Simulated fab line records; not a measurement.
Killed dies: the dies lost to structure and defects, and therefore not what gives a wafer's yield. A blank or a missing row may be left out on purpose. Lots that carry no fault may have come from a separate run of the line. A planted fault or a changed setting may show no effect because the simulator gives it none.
Chamber matching || flow nand_harc || 4 sister chambers for NHARC_A_STAIRCASE_DESCUM_312 on rie_diel-08
The step chemistry O2, time 3 s. 24 wafers are shown with their chamber, then 12 later ones without.

WAFERS PAIRED WITH THEIR CHAMBERS
{"wafer": "L076.1", "chamber": 2, "showerhead_plenum_p_Torr (Torr)": 1.83, "drypump_motor_current_A (A)": 6.0, "oes_product_au (a.u.)": 0.996}
{"wafer": "L076.5", "chamber": 3, "showerhead_plenum_p_Torr (Torr)": 1.80, "drypump_motor_current_A (A)": 5.5, "oes_product_au (a.u.)": 0.999}
{"wafer": "L076.6", "chamber": 2, "showerhead_plenum_p_Torr (Torr)": 1.83, "drypump_motor_current_A (A)": 6.0, "oes_product_au (a.u.)": 0.988}
{"wafer": "L074.2", "chamber": 3, "showerhead_plenum_p_Torr (Torr)": 1.80, "drypump_motor_current_A (A)": 5.5, "oes_product_au (a.u.)": 1.000}
{"wafer": "L074.3", "chamber": 2, "showerhead_plenum_p_Torr (Torr)": 1.83, "drypump_motor_current_A (A)": 6.0, "oes_product_au (a.u.)": 0.989}
{"wafer": "L074.4", "chamber": 0, "showerhead_plenum_p_Torr (Torr)": 1.80, "drypump_motor_current_A (A)": 5.7, "oes_product_au (a.u.)": 1.020}
{"wafer": "L077.1", "chamber": 3, "showerhead_plenum_p_Torr (Torr)": 1.80, "drypump_motor_current_A (A)": 5.6, "oes_product_au (a.u.)": 1.001}
{"wafer": "L077.5", "chamber": 1, "showerhead_plenum_p_Torr (Torr)": 1.89, "drypump_motor_current_A (A)": 5.5, "oes_product_au (a.u.)": 1.005}
{"wafer": "L077.6", "chamber": 2, "showerhead_plenum_p_Torr (Torr)": 1.83, "drypump_motor_current_A (A)": 6.0, "oes_product_au (a.u.)": 1.000}
{"wafer": "L081.1", "chamber": 3, "showerhead_plenum_p_Torr (Torr)": 1.80, "drypump_motor_current_A (A)": 5.5, "oes_product_au (a.u.)": 1.014}
{"wafer": "L081.2", "chamber": 0, "showerhead_plenum_p_Torr (Torr)": 1.80, "drypump_motor_current_A (A)": 5.7, "oes_product_au (a.u.)": 1.017}
{"wafer": "L081.6", "chamber": 2, "showerhead_plenum_p_Torr (Torr)": 1.83, "drypump_motor_current_A (A)": 6.0, "oes_product_au (a.u.)": 0.990}
{"wafer": "L083.1", "chamber": 1, "showerhead_plenum_p_Torr (Torr)": 1.89, "drypump_motor_current_A (A)": 5.5, "oes_product_au (a.u.)": 0.984}
{"wafer": "L083.3", "chamber": 2, "showerhead_plenum_p_Torr (Torr)": 1.83, "drypump_motor_current_A (A)": 6.0, "oes_product_au (a.u.)": 1.008}
{"wafer": "L083.6", "chamber": 2, "showerhead_plenum_p_Torr (Torr)": 1.83, "drypump_motor_current_A (A)": 6.0, "oes_product_au (a.u.)": 0.985}
{"wafer": "L086.1", "chamber": 3, "showerhead_plenum_p_Torr (Torr)": 1.79, "drypump_motor_current_A (A)": 5.5, "oes_product_au (a.u.)": 1.007}
{"wafer": "L086.5", "chamber": 3, "showerhead_plenum_p_Torr (Torr)": 1.79, "drypump_motor_current_A (A)": 5.6, "oes_product_au (a.u.)": 0.998}
{"wafer": "L086.6", "chamber": 2, "showerhead_plenum_p_Torr (Torr)": 1.83, "drypump_motor_current_A (A)": 6.0, "oes_product_au (a.u.)": 1.003}
{"wafer": "L089.1", "chamber": 3, "showerhead_plenum_p_Torr (Torr)": 1.79, "drypump_motor_current_A (A)": 5.5, "oes_product_au (a.u.)": 0.998}
{"wafer": "L089.5", "chamber": 0, "showerhead_plenum_p_Torr (Torr)": 1.79, "drypump_motor_current_A (A)": 5.8, "oes_product_au (a.u.)": 1.000}
{"wafer": "L089.6", "chamber": 3, "showerhead_plenum_p_Torr (Torr)": 1.79, "drypump_motor_current_A (A)": 5.6, "oes_product_au (a.u.)": 1.003}
{"wafer": "L090.4", "chamber": 3, "showerhead_plenum_p_Torr (Torr)": 1.79, "drypump_motor_current_A (A)": 5.5, "oes_product_au (a.u.)": 1.016}
{"wafer": "L090.5", "chamber": 2, "showerhead_plenum_p_Torr (Torr)": 1.82, "drypump_motor_current_A (A)": 6.0, "oes_product_au (a.u.)": 0.995}
{"wafer": "L090.6", "chamber": 0, "showerhead_plenum_p_Torr (Torr)": 1.79, "drypump_motor_current_A (A)": 5.7, "oes_product_au (a.u.)": 1.005}

SIGNATURES (means of the wafers above)
{"reading": "showerhead_plenum_p_Torr", "chamber 0": 1.7950, "chamber 1": 1.8900, "chamber 2": 1.8289, "chamber 3": 1.7944, "scatter within a chamber": 0.00453}
{"reading": "drypump_motor_current_A", "chamber 0": 5.725, "chamber 1": 5.500, "chamber 2": 6.000, "chamber 3": 5.533, "scatter within a chamber": 0.0371}
{"reading": "oes_product_au", "chamber 0": 1.01050, "chamber 1": 0.99450, "chamber 2": 0.99489, "chamber 3": 1.00400, "scatter within a chamber": 0.00818}
Rule: distance of a wafer from a chamber = root of the sum over the readings of ((wafer's reading minus chamber's mean) / reading's scatter) squared. If the next closest chamber is less than 2 further off than the closest, the wafer can't be placed; otherwise it belongs to the closest. The scatter: the root of (the sum of the squares of (reading less its chamber's mean) over the shown wafers, divided by (wafers less chambers)).

WAFERS WITH NO CHAMBER GIVEN
{"wafer": "L092.4", "showerhead_plenum_p_Torr (Torr)": 1.88, "drypump_motor_current_A (A)": 5.5, "oes_product_au (a.u.)": 0.995}
{"wafer": "L092.5", "showerhead_plenum_p_Torr (Torr)": 1.79, "drypump_motor_current_A (A)": 5.5, "oes_product_au (a.u.)": 0.999}
{"wafer": "L092.6", "showerhead_plenum_p_Torr (Torr)": 1.82, "drypump_motor_current_A (A)": 5.9, "oes_product_au (a.u.)": 0.994}
{"wafer": "L091.1", "showerhead_plenum_p_Torr (Torr)": 1.88, "drypump_motor_current_A (A)": 5.5, "oes_product_au (a.u.)": 0.987}
{"wafer": "L091.3", "showerhead_plenum_p_Torr (Torr)": 1.82, "drypump_motor_current_A (A)": 6.0, "oes_product_au (a.u.)": 0.999}
{"wafer": "L091.4", "showerhead_plenum_p_Torr (Torr)": 1.79, "drypump_motor_current_A (A)": 5.5, "oes_product_au (a.u.)": 0.998}
{"wafer": "L093.1", "showerhead_plenum_p_Torr (Torr)": 1.88, "drypump_motor_current_A (A)": 5.5, "oes_product_au (a.u.)": 0.991}
{"wafer": "L093.3", "showerhead_plenum_p_Torr (Torr)": 1.79, "drypump_motor_current_A (A)": 5.6, "oes_product_au (a.u.)": 0.991}
{"wafer": "L093.4", "showerhead_plenum_p_Torr (Torr)": 1.82, "drypump_motor_current_A (A)": 6.0, "oes_product_au (a.u.)": 1.001}
{"wafer": "L097.1", "showerhead_plenum_p_Torr (Torr)": 1.88, "drypump_motor_current_A (A)": 5.5, "oes_product_au (a.u.)": 0.995}
{"wafer": "L097.2", "showerhead_plenum_p_Torr (Torr)": 1.79, "drypump_motor_current_A (A)": 5.7, "oes_product_au (a.u.)": 1.002}
{"wafer": "L097.4", "showerhead_plenum_p_Torr (Torr)": 1.82, "drypump_motor_current_A (A)": 6.0, "oes_product_au (a.u.)": 1.007}

CHAMBER TAKEN BY EACH
{"wafer": "L092.4", "from the rows above": 1, "in truth": 1}
{"wafer": "L092.5", "from the rows above": 3, "in truth": 3}
{"wafer": "L092.6", "from the rows above": 2, "in truth": 2}
{"wafer": "L091.1", "from the rows above": 1, "in truth": 1}
{"wafer": "L091.3", "from the rows above": 2, "in truth": 2}
{"wafer": "L091.4", "from the rows above": 3, "in truth": 3}
{"wafer": "L093.1", "from the rows above": 1, "in truth": 1}
{"wafer": "L093.3", "from the rows above": "can't be placed: 3 or 0", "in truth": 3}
{"wafer": "L093.4", "from the rows above": 2, "in truth": 2}
{"wafer": "L097.1", "from the rows above": 1, "in truth": 1}
{"wafer": "L097.2", "from the rows above": 0, "in truth": 0}
{"wafer": "L097.4", "from the rows above": 2, "in truth": 2}
11 of 12 placed correctly. These rows do not allow placing 1 (true chamber among the candidates in 1). Placed wrongly: 0.
